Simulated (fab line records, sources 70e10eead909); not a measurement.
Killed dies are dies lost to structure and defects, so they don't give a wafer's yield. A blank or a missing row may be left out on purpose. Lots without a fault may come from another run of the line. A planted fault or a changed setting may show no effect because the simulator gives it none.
fab line records | flow nand_harc
record lots=5 wafers=13 last_day=34
route steps=1302 shown A_CHANNEL_FILL_D1@515 A_DECK1_JOINT@518 END@1302
lots that met no fault: from a run of the same line without faults
start_h: hours from the record's first day to the start of the lot's first wafer shown | wait_h: hours since the lot's step before | " the same as in the row above | L1.1+2: a row that stands for several wafers | - no value, or no start given | * or withheld: withheld | < > ~ a bound
route shown NAME@n: a module of which the file shows steps, and the number in the route of the first | usual: mean/standard deviation of fault-free wafers | same: alike in all rows | chamber/n: place in a boat | sites: the reading at each site | _std_site: their standard deviation | _edge_site: outer sites' mean less inner sites' | radius_mm: how far each site lies from the wafer's centre | mask NAME#n: copy n | behind: the tool/chamber that last shaped the wafer | hold: why the lot was held/for how many hours/how that ended | device: the transistor (n, p or np) that didn't switch | end of line: the same wafers' tests at the end of the route | a step without rows: its recipe alone | killed: dies lost to structure and defects at the first sort, not the wafer's yield | map: a wafer's dies, x killed, . not, _ none there
set.NAME: the setting as run; set.NAME@STEP: as run at that earlier step | model.NAME: the simulator's own value behind a step, which no gauge read
lots at some steps of the route; a table a step, a row a wafer
services: from which hour (start_h, from the record's first day; less than 0 if before it) a tool's chamber was out of use, for how many hours, and why
## steps
# step NHARC_A_CHANNEL_FILL_D1_SRD_12
# step NHARC_A_CHANNEL_FILL_D1_INSPECT_13
# usual raw_defect_count=293/110
# columns lot.wafer tool chamber start_h wait_h raw_defect_count
L857.2 defect_inspect-02 - 251.65 0.0 412
L857.3 " - " " 411
L857.5 " - " " 468
L862.1 defect_inspect-01 - 318.36 0.0 526
L862.4 " - " " 491
L862.6 " - " " 284
L874.4 defect_inspect-02 - 419.12 0.0 330
L874.5 " - " " 368
L874.6 " - " " 344
L878.1 defect_inspect-01 - 459.32 0.0 228
L879.2 defect_inspect-02 - 469.17 0.0 163
L879.5 " - " " 176
L879.6 " - " " 161
# step NHARC_A_DECK1_JOINT_ETCHBACK_07
# recipe target_depth_a=1050 time_s=26.9 hbr_flow_sccm=150 rf_w=350 icp_w=350 bias_w=60 chemistry=HBr
# usual drypump_motor_current_A=5.9/0.49 oes_product_au=0.999/0.01 throttle_valve_pct=23.265/0.0089
# columns lot.wafer tool chamber start_h wait_h drypump_motor_current_A oes_product_au rf_hours_counter_h throttle_valve_pct
L857.2 rie_si-05 3 251.73 0.1 6.4 1.005 0.6 23.273
L857.3 " 0 " " 6.1 1.010 0.8 23.264
L857.5 " 0 " " 6.1 1.006 - 23.262
L862.4 rie_si-02 0 318.43 0.1 5.4 1.028 0.2 23.278
L862.1 " 1 " " 5.2 0.992 0.2 23.270
L862.6 " 3 " " 6.8 0.992 - 23.252
L874.4 rie_si-05 1 419.19 0.1 6.1 1.003 0.6 23.270
L874.6 " 0 " " 6.1 1.004 - 23.268
L874.5 " 1 " " 6.0 1.001 - 23.268
L878.1 rie_si-05 2 459.40 0.1 6.3 0.999 1.1 23.256
L879.2 rie_si-02 0 469.26 0.1 5.4 0.994 0.1 23.267
L879.5 " 2 " " 5.7 0.992 - 23.269
L879.6 " 3 " " 6.8 0.988 - 23.270
# step NHARC_A_DECK1_JOINT_ETCH_25
# recipe target_depth_a=5 chemistry=dHF material=SiO2
# step NHARC_A_DECK1_JOINT_ETCH_19
# recipe temp_c=25 target_depth_a=30 chemistry=TMAH material=poly-Si
# step NHARC_A_DECK1_JOINT_ETCH_18
# recipe target_depth_a=30 chemistry=dHF material=SiO2
# step NHARC_A_DECK1_JOINT_WET_08
# recipe temp_c=160 time_s=86 chemistry=H3PO4
# step NHARC_A_DECK1_JOINT_ETCH_09
# recipe target_depth_a=50 chemistry=dHF material=SiO2
# step NHARC_A_DECK1_JOINT_WET_10
# recipe temp_c=160 time_s=86 chemistry=H3PO4
# step NHARC_A_DECK1_JOINT_ETCH_11
# recipe target_depth_a=350 chemistry=dHF material=SiO2
# step NHARC_A_DECK1_JOINT_CVD_12
# recipe target_thk_a=900 temp_c=620 pressure_mtorr=200 time_s=1800 material=poly-Si
# step NHARC_A_DECK1_JOINT_CMP_13
# recipe target_thk_nm=51.023
# usual motor_current_A=11.6/1.1 time_to_endpoint_s=9.5/2.3
# columns lot.wafer tool chamber start_h wait_h motor_current_A time_to_endpoint_s
L857.2 cmp-03 2 265.91 0.4 12.7 9.9
L857.3 " 3 " " 11.7 13.2
L857.5 " 2 " " 12.0 9.1
L862.1 cmp-04 3 328.84 0.4 9.6 9.1
L862.4 " 0 " " 12.4 9.0
L862.6 " 3 " " 9.9 9.6
L874.4 cmp-03 1 429.31 0.4 12.2 11.3
L874.6 " 2 " " 13.5 10.4
L874.5 " 3 " " 11.4 12.9
L878.1 cmp-04 2 469.84 0.6 10.3 8.8
L879.2 cmp-02 1 479.57 0.4 12.6 1.5
L879.6 " 3 " " 9.9 7.7
L879.5 " 0 " " 12.2 6.1
# step NHARC_A_DECK1_JOINT_THK_MEAS_14
# recipe thk_meas_gauge=ellipsometry
# usual thk_nm=50.6/1.3
# columns lot.wafer tool chamber start_h wait_h thk_nm
L857.2 film_metro-02 - 266.14 0.2 50.4
L857.3 " - " " 51.2
L857.5 " - " " 51.6
L862.1 film_metro-02 - 329.09 0.2 51.3
L862.4 " - " " 53.4
L862.6 " - " " 52.0
L874.4 film_metro-02 - 429.50 0.2 49.1
L874.5 " - " " 50.1
L874.6 " - " " 47.0
L878.1 film_metro-01 - 470.04 0.2 50.7
L879.2 film_metro-01 - 479.78 0.2 48.2
L879.5 " - " " 50.4
L879.6 " - " " 50.2
# step NHARC_A_DECK1_JOINT_SRD_04
# step NHARC_A_DECK1_JOINT_ETCHBACK_00
# recipe target_depth_a=300 time_s=17.4 hbr_flow_sccm=150 rf_w=350 icp_w=350 bias_w=60 chemistry=HBr
# usual drypump_motor_current_A=5.9/0.48 oes_product_au=0.997/0.011 throttle_valve_pct=23.267/0.0092
# columns lot.wafer tool chamber start_h wait_h drypump_motor_current_A oes_product_au rf_hours_counter_h throttle_valve_pct
L857.2 rie_si-05 0 266.27 0.1 6.1 1.011 1.0 23.270
L857.3 " 1 " " 6.1 0.995 0.8 23.281
L857.5 " 0 " " 6.1 1.008 - 23.270
L862.4 rie_si-05 2 329.24 0.1 6.3 0.988 0.1 23.254
L862.1 " 0 " " 6.1 1.001 0.1 23.277
L862.6 " 2 " " 6.3 0.981 - 23.252
L874.4 rie_si-01 0 429.65 0.1 5.9 1.011 0.2 23.258
L874.5 " 2 " " 5.4 0.989 - 23.265
L874.6 " 3 " " 6.5 1.006 - 23.255
L878.1 rie_si-05 0 470.21 0.1 6.1 1.008 0.9 23.267
L879.2 rie_si-02 0 479.95 0.1 5.4 1.000 0.2 23.259
L879.5 " 1 " " 5.3 1.005 - 23.272
L879.6 " 2 " " 5.6 1.004 - 23.258
# step NHARC_A_DECK1_JOINT_PRECLEAN_30
# recipe time_s=* temp_c=50 bath_age_min=0 chemistry=SC1
# step NHARC_A_DECK1_JOINT_SRD_31
# step NHARC_A_DECK1_JOINT_CVD_34
# recipe target_thk_a=200 temp_c=700 pressure_mtorr=300 material=SiNx
# step NHARC_A_DECK1_JOINT_DEP_06
# recipe target_thk_a=800 temp_c=65 material=SiOx
# step NHARC_A_DECK1_JOINT_CURE_26
# recipe temp_c=150 time_s=32 pressure_atm=0.395
# step NHARC_A_DECK1_JOINT_ANNEAL_27
# recipe temp_c=400 time_s=3600 idle_temp_c=300 ramp_up_c_per_min=10 densification_p_h2o_torr=640
# step NHARC_A_DECK1_JOINT_ANNEAL_28
# recipe temp_c=500 time_s=1800 idle_temp_c=400 ramp_up_c_per_min=10 densification_p_h2o_torr=640
# step NHARC_A_DECK1_JOINT_ANNEAL_29
# recipe temp_c=750 time_s=1800 idle_temp_c=500 ramp_up_c_per_min=10 ramp_down_c_per_min=3
# step NHARC_A_DECK1_JOINT_CMP_02
# recipe material=SiOx
# usual motor_current_A=11.7/1.2
# columns lot.wafer tool chamber start_h wait_h motor_current_A
L857.3 cmp-02 0 287.93 0.4 11.4
L857.2 " 1 " " 12.5
L857.5 " 0 " " 12.2
L862.1 cmp-03 0 351.23 0.4 13.4
L862.4 " 1 " " 12.4
L862.6 " 0 " " 13.1
L874.4 cmp-02 2 450.36 0.4 11.1
L874.6 " 1 " " 12.4
L874.5 " 2 " " 11.8
L878.1 cmp-03 0 490.80 0.4 13.1
L879.2 cmp-03 1 504.38 0.4 11.6
L879.5 " 2 " " 12.5
L879.6 " 3 " " 11.9
# step NHARC_A_DECK1_JOINT_SRD_15
# step NHARC_A_DECK1_JOINT_DEP_16
# recipe target_thk_a=450 temp_c=400 pressure_torr=6.5 rf_w=900 teos_flow_sccm=161.4 flow_sccm=2650 target_thk_nm=45 gas=O2 material=SiO2
# usual heater_power_w=547/89 throttle_valve_pct=15.8/0.6
# columns lot.wafer tool chamber start_h wait_h heater_power_w throttle_valve_pct
L857.2 pecvd-03 0 288.32 0.1 604 15.8
L857.3 " 1 " " 575 15.3
L857.5 " 0 " " 595 16.1
L862.1 pecvd-03 0 351.65 0.1 624 15.7
L862.4 " 1 " " 459 15.2
L862.6 " 0 " " 638 16.0
L874.5 pecvd-02 1 450.81 0.2 559 15.3
L874.4 " 2 " " 538 15.4
L874.6 " 0 " " 616 17.0
L878.1 pecvd-04 0 491.20 0.1 470 15.7
L879.2 pecvd-04 1 504.80 0.2 467 16.2
L879.6 " 1 " " 474 16.4
L879.5 " 2 " " 396 14.3
# step NHARC_A_DECK1_JOINT_THK_MEAS_17
# recipe thk_meas_gauge=ellipsometry
# usual thk_nm=44.9/1.3
# columns lot.wafer tool chamber start_h wait_h thk_nm
L857.2 film_metro-01 - 288.60 0.3 46.4
L857.3 " - " " 42.8
L857.5 " - " " 46.5
L862.1 film_metro-02 - 351.87 0.2 45.2
L862.4 " - " " 47.5
L862.6 " - " " 45.4
L874.4 film_metro-02 - 451.01 0.1 44.7
L874.5 " - " " 46.2
L874.6 " - " " 44.9
L878.1 film_metro-01 - 491.45 0.2 45.4
L879.2 film_metro-02 - 505.05 0.2 42.0
L879.5 " - " " 44.8
L879.6 " - " " 44.7
# step NHARC_END_SORT_01
# recipe temp_c=25
# usual killed_at_array=58/17 killed_at_other=1.0/1.4 killed_at_periphery=3.6/2.4 killed_dies=62/17 killed_open=3.4/2 killed_short=2.2/1.6
# same gross_dies=677
# columns lot.wafer tool chamber start_h wait_h killed_at_array killed_at_other killed_at_periphery killed_dies killed_open killed_short
L862.6 prober-02 0 650.27 4.0 71 0 3 74 4 1
L878.1 prober-02 0 824.72 2.5 493 0 2 495 1 4
# killed by level:class
L862.6 A_CHANNEL_HOLE_D1:chamber_film_flake=31 A_CHANNEL_HOLE_D2:chamber_film_flake=28 A_STAIRCASE:chamber_film_flake=4 A_DECK1_JOINT:chamber_film_flake=2 P_CONTACT:geometric_particle:open=1 P_M1:geometric_particle:open=1 P_ZERO_WELL:chamber_film_flake=1 A_CHANNEL_FILL_D1:geometric_particle:open=1
L878.1 A_DECK1_JOINT:unspecified=454 A_SLIT:chamber_film_flake=21 A_CHANNEL_HOLE_D2:chamber_film_flake=8 A_CONTACT:chamber_film_flake=4 A_DECK1_JOINT:geometric_particle:short=1 A_CHANNEL_FILL_D2:geometric_particle:short=1 A_CONTACT:geometric_particle:short=1 A_CONTACT:geometric_particle:open=1
# map L878.1 (x killed, . not)
____________x____________
_________x..xxxx_________
_______xx.x.xx.x.._______
______xxxxxx.x.x..x______
_____xxxxxx.x.xxxxxx_____
____xx.xx.xxxxxxxx.x.____
____xxxxxx..xxxx.xx.x____
___.xxxxxxxxx.x.xxxx..___
___xx.x...xx.xxx.xxxxx___
__.x..xxxx.xxxxxxxxxxxx__
__.xxx...x.xx.xxx.xx..x__
_.xxxx..xxxx.xxxx.xxxxx._
_x.x....xxxxx.xxxxxxxxx._
_.x..xxxxxx..xx...xx.xx._
_.x.x.xxxxxxxxxxxx.xx..x_
_.xxx...xxxxxxxx..x...xx_
x.xxxxxx.xxx.xxxxx..xx.xx
.xx.xxx..x.xxx.xxxxxx..xx
xxx..xxx...x.x.xxx.xxx.xx
xxxxxxx.xxxxx.x.xxxxxxxxx
...xxxxxx.xxx..xxxxxxx.xx
_x..xxxxxxxxxxxxxxxx...x_
_xxxx.xxxxx.xxx.xxxxx.xx_
_x.xx.xxxxxxxxxxxxxxxxxx_
_xx.xxxxxx.xx..xxxxxxxxx_
_....xx.x.x.xxx.x.xxxxx._
__xxxxxx.xx.xxxxxxxxxxx__
__..x..x.xx.x.xxxxxxxxx__
___..xxxxx.xxxx.xxxxx.___
___xxxxxxxxxxx..xxxxxx___
____xxx.xxxxxxxxxxx.x____
____.x....x.xxxxxx.xx____
_____x.xxxx.xxxxxx.._____
______.xxx..x.xx.x.______
_______xx..xx.xxx._______
_________xx..xxx_________
____________x____________
# map L862.1 (x killed, . not)
____________.____________
_________.....xx_________
_______......xx.xx_______
______.......xxxxxx______
_____xx.....x.xxxxx._____
____x........xxxxxxx.____
____x..x....x.x.xx.x.____
___.x..x......xx......___
___.xxx.......xx......___
__xxxx........x.x......__
__.xxxx................__
_.xxxx........x........._
_.x.xxx................._
_x...........x.........._
_......................._
_xx....................._
.........................
.........................
.........................
..x...............x......
.........................
_.....................x._
_............x.........._
_...x.............x....._
_......................._
_......................._
__...x.................__
__..x...........x.x....__
___...................___
___...........x.......___
____...........x.....____
____................x____
_____x.............._____
______........x....______
_______........x.._______
_________..x...._________
____________.____________
## services
# columns tool chamber start_h hours kind
cmp-03 - 235.35 0.8 repair
rie_si-02 1 240.69 1.3 repair
cmp-02 - 242.74 4.0 pm
cmp-04 - 253.69 2.8 repair
cmp-03 - 257.46 2.6 repair
pecvd-04 - 269.45 13.0 pm
rie_si-02 - 277.00 9.0 pm
cmp-04 - 303.00 1.7 repair
rie_si-05 - 305.00 9.0 pm
rie_si-02 - 307.67 0.7 repair
rie_si-02 0 333.15 1.3 repair
cmp-02 - 340.74 4.0 pm
cmp-03 - 358.06 4.0 pm
pecvd-03 - 366.14 13.0 pm
rie_si-05 0 366.49 2.0 repair
cmp-03 - 393.34 0.5 repair
pecvd-03 1 401.48 3.9 repair
cmp-02 - 438.74 4.0 pm
rie_si-02 - 454.00 9.0 pm
cmp-03 - 456.06 4.0 pm
cmp-03 - 463.50 0.9 repair
cmp-03 - 466.51 3.3 repair
rie_si-05 - 482.00 9.0 pm
pecvd-03 - 503.80 1.3 repair
## key
first_sign step=NHARC_END_SORT_01 reading=killed_at_array direction=up sigmas=26 usual=58 struck=493
effect step=NHARC_END_SORT_01 reading=killed_dies direction=up sigmas=26 usual=62 struck=495
more_kills_born_at NHARC_A_DECK1_JOINT_CMP_13@cmp-04=454
met_at NHARC_A_DECK1_JOINT_CMP_13
struck_wafers L878.1
tester_left_out L878
also_fits NHARC_A_DECK1_JOINT_ETCHBACK_07:rie_si-05,NHARC_A_DECK1_JOINT_ETCHBACK_00:rie_si-05
fault kind=chamber_particle_source tool=cmp-04 chamber=2 onset_h=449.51 steps=NHARC_A_DECK1_JOINT_CMP_13 rate_per_visit_cm2=1.2915 end_h=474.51
# tester_left_out: of these lots the tester's yield and bins aren't shown, on N5 and GAA mostly nor the transistor test; their killed dies are dies lost to structure and defects alone, not to doping, threshold or leakage, so they don't give the yield
